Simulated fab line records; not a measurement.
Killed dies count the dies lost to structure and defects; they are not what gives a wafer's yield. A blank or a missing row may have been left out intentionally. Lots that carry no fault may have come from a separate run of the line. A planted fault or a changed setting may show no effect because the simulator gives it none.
8D (eight disciplines) problem report, filled in by code ; flow nandHarc ; the parts of the form that need people (team, actions taken, sign-off) are left out

## 1. THE PROBLEM
Wafers without a fault read 0.6, standard deviation 1.1; killedAtOther at NHARC_END_SORT_01 reads a mean of 650.5 on 4 wafers belonging to 2 lots. That is +99 or more standard deviations from the usual mean.
First observed at day 21 12:32: wafer L694.1, on prober-01. At this step, 7 wafers from 3 lots have a number in the record. Rule for "out", or "out of limits": more than 4 standard deviations from the usual mean. Any other wafer with a number is counted as sound.

## 2. WHAT IT IS AND WHAT IT IS NOT
question;is;is not
which readings at this step;killedAtOther, defectLimitedYield, killedDies, sort_bin_3_pct, sortNPass, sortRimYieldPct, sortYieldPct;killedAtArray, killedAtPeriphery, killedOpen, killedShort, sort_bin_2_pct, sort_bin_4_pct
which lots;L694, L697;L707
which wafers of those lots;all that have a number;-
read on which gauges;prober-01;-
when;from day 21 12:32;"up to then (0 sound wafers); but 3 sound wafers of L707 came after"

## 3. THE SUSPECTS, EACH WITH WHAT RULES IT OUT
Counting: any tool at a process step up to the reading is kept as a suspect provided that every lot that is out went through it and no sound lot did after the first of them.
- the gauge at NHARC_END_SORT_01 is ruled out. All the wafers that are out were read on prober-01, but those of them that NHARC_THIN_TSV_ETCH_59 has rows for are out there too, on other tools.
- rieMetal-03 at NHARC_THIN_TSV_ETCH_59 (etches the open film in Cl2/BCl3, target depth 880 nm, time 138.1 s): kept. It ran every lot that is out, first L694 (day 21 03:53), and no sound lot after that. Its own readings are out on those wafers: oesProductAu.
- rieMetal-03 at NHARC_THIN_TSV_ETCH_36 (etches the open film in Cl2/BCl3, target depth 65 nm, time 18.571 s): kept. It ran every lot that is out, first L694 (day 21 04:07), and no sound lot after that.
After counting, rieMetal-03 at NHARC_THIN_TSV_ETCH_59 and rieMetal-03 at NHARC_THIN_TSV_ETCH_36 remain.

## 4. THE CAUSE (what the simulator had put in)
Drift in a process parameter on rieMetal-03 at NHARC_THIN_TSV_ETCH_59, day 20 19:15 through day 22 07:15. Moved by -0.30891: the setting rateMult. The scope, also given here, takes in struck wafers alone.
After counting, 2 suspects remain, this tool included.

## 5. THE EFFECT CHAIN, in route order
Rows list readings where the struck wafers' mean (over those with a number) sits beyond 3 standard deviations from the usual. Readings are gone through only where the record gives a usual standard deviation; hours: the median, over the lots, of the time from a lot's start at the first step in this table giving one to that lot's start at this step; sigmas: the change measured in usual standard deviations.
hours;step;reading;usual;on struck wafers;change;sigmas
0;NHARC_THIN_TSV_ETCH_59;oesProductAu;1.004 a.u.;0.804;-0.200;-17
9;NHARC_END_SORT_01;defectLimitedYield;95.3 %;0.0;-95.3;-64
9;NHARC_END_SORT_01;killedAtOther;0.6;650.5;+649.9;+99 or more
9;NHARC_END_SORT_01;killedDies;32;677;+645;+64
9;NHARC_END_SORT_01;sort_bin_3_pct;0.27 %;96.16;+95.89;+99 or more
9;NHARC_END_SORT_01;sortNPass;645;0;-645;-64
9;NHARC_END_SORT_01;sortRimYieldPct;97.3 %;0.0;-97.3;-51
9;NHARC_END_SORT_01;sortYieldPct;95.3 %;0.0;-95.3;-64
Process steps it contains:
- NHARC_THIN_TSV_ETCH_59: etches the open film in Cl2/BCl3, target depth 880 nm, time 138.1 s.

## 6. HOW IT WOULD HAVE BEEN CAUGHT EARLIER
In this record the first reading out of limits at a measuring or inspecting step was taken at day 21 12:32, 17 hours after the fault began at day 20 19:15.
The tool's own readings at NHARC_THIN_TSV_ETCH_59 were out on every struck wafer that the step has a row for (oesProductAu): an alarm limit on them would have fired on the first of those.
Among the 2 lots that are out, L697 began NHARC_THIN_TSV_ETCH_59 on rieMetal-03 after day 21 12:32. Had the tool been put on hold then, it would have been spared.
